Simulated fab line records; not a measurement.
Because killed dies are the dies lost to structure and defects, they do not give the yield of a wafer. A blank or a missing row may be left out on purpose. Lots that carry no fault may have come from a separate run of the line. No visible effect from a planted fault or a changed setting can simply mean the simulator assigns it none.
Matching of chambers ; flow nand harc ; NHARC_P_GATE_STRIP_108 on rie diel-10 has 4 sister chambers
The step strips in O2. 18 wafers are shown with their chamber, then 9 later ones without.

WAFERS PAIRED WITH THEIR CHAMBERS
wafer;chamber;showerhead plenum p Torr (Torr);drypump motor current A (A);oes product au (a.u.)
L804.3;2;3.32;5.7;1.009
L804.4;3;3.71;6.0;1.001
L804.6;0;3.65;6.4;1.007
L807.1;3;3.71;6.0;0.999
L807.2;2;3.31;5.7;1.006
L807.3;1;3.44;6.0;1.016
L809.1;3;3.71;5.9;0.997
L809.2;0;3.65;6.4;1.000
L809.5;0;3.65;6.4;1.001
L816.2;0;3.65;6.4;1.001
L816.3;3;3.71;5.9;1.003
L816.5;2;3.31;5.7;1.006
L818.1;0;3.65;6.4;1.004
L818.5;3;3.71;5.9;1.003
L818.6;0;3.65;6.4;1.007
L817.1;1;3.43;6.0;1.003
L817.2;3;3.71;5.9;0.997
L817.4;2;3.31;5.7;0.999

SIGNATURES, as means of the wafers listed above
reading;chamber 0;chamber 1;chamber 2;chamber 3;scatter within a chamber
showerhead plenum p Torr;3.6500;3.4350;3.3125;3.7100;0.00299
drypump motor current A;6.400;6.000;5.700;5.933;0.0309
oes product au;1.00333;1.00950;1.00500;1.00000;0.00402
Rule: a wafer lies at a distance from a chamber equal to the root of the sum of squares, over the readings, of (its reading less the chamber's mean, divided by the reading's scatter). The wafer belongs to the nearest chamber; if the next one is less than 2 further off, it can't be placed. The scatter: the root of (the sum of the squares of (reading less its chamber's mean) over the shown wafers, divided by (wafers less chambers)).

WAFERS WITHOUT THEIR CHAMBER
wafer;showerhead plenum p Torr (Torr);drypump motor current A (A);oes product au (a.u.)
L819.2;3.65;6.4;1.006
L819.3;3.31;5.7;1.002
L819.6;3.31;5.7;0.993
L823.2;3.31;5.7;1.003
L823.4;3.31;5.7;0.992
L823.5;3.70;5.9;1.007
L824.3;3.70;5.9;1.012
L824.5;3.43;6.0;1.009
L824.6;3.65;6.4;0.994

CHAMBER TAKEN BY EACH
wafer;from the rows above;in truth
L819.2;0;0
L819.3;2;2
L819.6;2;2
L823.2;2;2
L823.4;2;2
L823.5;3;3
L824.3;3;3
L824.5;1;1
L824.6;0;0
Correct placement for 9 of the 9. Number that these rows cannot place: 0. Wrongly placed: 0.
